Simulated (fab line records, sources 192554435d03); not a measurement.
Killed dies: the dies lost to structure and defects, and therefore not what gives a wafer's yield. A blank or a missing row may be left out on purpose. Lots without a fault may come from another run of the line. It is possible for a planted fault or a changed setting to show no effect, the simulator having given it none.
A lot that was struck, set against a sound lot || flow n5-finfet || 15 steps out of a route of 1938
Sound: these wafers, L546.1, L546.3, L546.6. Wafers struck: L553.3, L553.6. Last of all comes the cause.
Each step with rows lists, per side, the tool, then ch with its chambers, then its first start. Under that, the readings that differ: sound wafers || struck wafers || difference of the means || sigmas: that difference in standard deviations of wafers without a fault.
alike: words and numbers the same on both sides, and readings whose means are apart by under 2 such deviations; not compared: readings that were withheld, readings missing a value for some wafer, numbers with overlapping values and no deviation given by the record, and bounds like >300 which may hide the same value.
The two part at a step that has a row with sigmas, a row that says differs or no value, or rows on one side only. When numbers do not overlap yet have no deviation, they are printed without sigmas and do not part them. Lack of a reading on every wafer of one side parts them only where that side has two or more wafers.

first, 8 steps without rows for these wafers: N5_BEOL_M15_COAT_60 (time 60 s, resist thk 89 nm); N5_BEOL_M15_COAT_22 (resist thk 800 nm); N5_BEOL_M15_EBR_24; N5_BEOL_M15_SOFTBAKE_23 (time 60 s); N5_BEOL_M15_EXPOSE_25 (exposes mask M15, target cd 400 nm); N5_BEOL_M15_PEB_26 (peb time 90 s); N5_BEOL_M15_DEVELOP_27 (develop time 45 s); N5_BEOL_M15_HARDBAKE_32 (time 120 s).
N5_BEOL_M15_CD_MEAS_28: target cd 407.6 nm.
  sound on cd-sem-01 ch 0, day 14 13:26; struck on cd-sem-03 ch 0, day 16 17:34
  alike: cd-nm
N5_BEOL_M15_OVL_MEAS_29:
  sound on overlay-01 ch 0, day 14 13:28; struck on overlay-02 ch 0, day 16 17:35
  alike: M15_OVL
N5_BEOL_M15_INSPECT_30: inspects for defects (macro).
  struck on defect-inspect-02, day 16 17:37; sound on defect-inspect-02, day 14 13:29
  alike: raw-defect-count
N5_BEOL_M15_DESCUM_33: chemistry O2, time 7.9 s.
  sound on rie-diel-02 ch 0,1,3, day 14 13:31; struck on rie-diel-01 ch 0,1, day 16 17:43
  alike: drypump-motor-current-A, oes-product-au, rf-vpp-V, showerhead-plenum-p-Torr, throttle-valve-pct
  not compared: rf-hours-counter-h
N5_BEOL_M15_ETCH_61: etches BARC in N2/H2, target depth 89 nm, overetch 26.7 nm, time 67.9 s.
  sound on rie-diel-02 ch 0,1,3, day 14 13:33; struck on rie-diel-01 ch 0,1, day 16 17:44
{"reading": "run-length-s (s)", "sound": "91.1 91.7 91.3", "struck": "80.8 80.1", "difference": -10.9, "sigmas": -33}
{"reading": "model.coat_of_BEOL_M15_COAT_22.thk-nm (nm)", "sound": "719.4 721.6 721.2", "struck": "724.4 729.4", "difference": "+6.2", "sigmas": ""}
  alike: drypump-motor-current-A, oes-product-au, rf-vpp-V, showerhead-plenum-p-Torr, throttle-valve-pct
  not compared: rf-hours-counter-h
N5_BEOL_M15_TRENCH_ETCH_34: etches SiO2 in C4F8/O2/Ar, target depth 872.93 nm, time 199 s.
  sound on rie-diel-02 ch 0,1,3, day 14 13:36; struck on rie-diel-01 ch 0,1, day 16 17:47
{"reading": "model.coat_of_BEOL_M15_COAT_22.thk-nm (nm)", "sound": "547.4 545.6 551", "struck": "552.2 552.6", "difference": "+4.4", "sigmas": ""}
  alike: O2_flow_sccm, drypump-motor-current-A, mfc-ar-sccm, oes-product-au, rf-vpp-V, showerhead-plenum-p-Torr, throttle-valve-pct
  not compared: rf-hours-counter-h
N5_PASSIVATION_PROBE_49:
  the record holds rows for the sound wafers here (prober-01, day 15 06:58) but none for the struck ones

WHERE THEY PART
Earliest at N5_BEOL_M15_ETCH_61; latest, in this record, at N5_PASSIVATION_PROBE_49.

WHY: what the simulator had put in
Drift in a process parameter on rie-diel-01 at N5_BEOL_M15_ETCH_61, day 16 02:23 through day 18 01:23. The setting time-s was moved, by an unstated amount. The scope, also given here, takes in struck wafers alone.
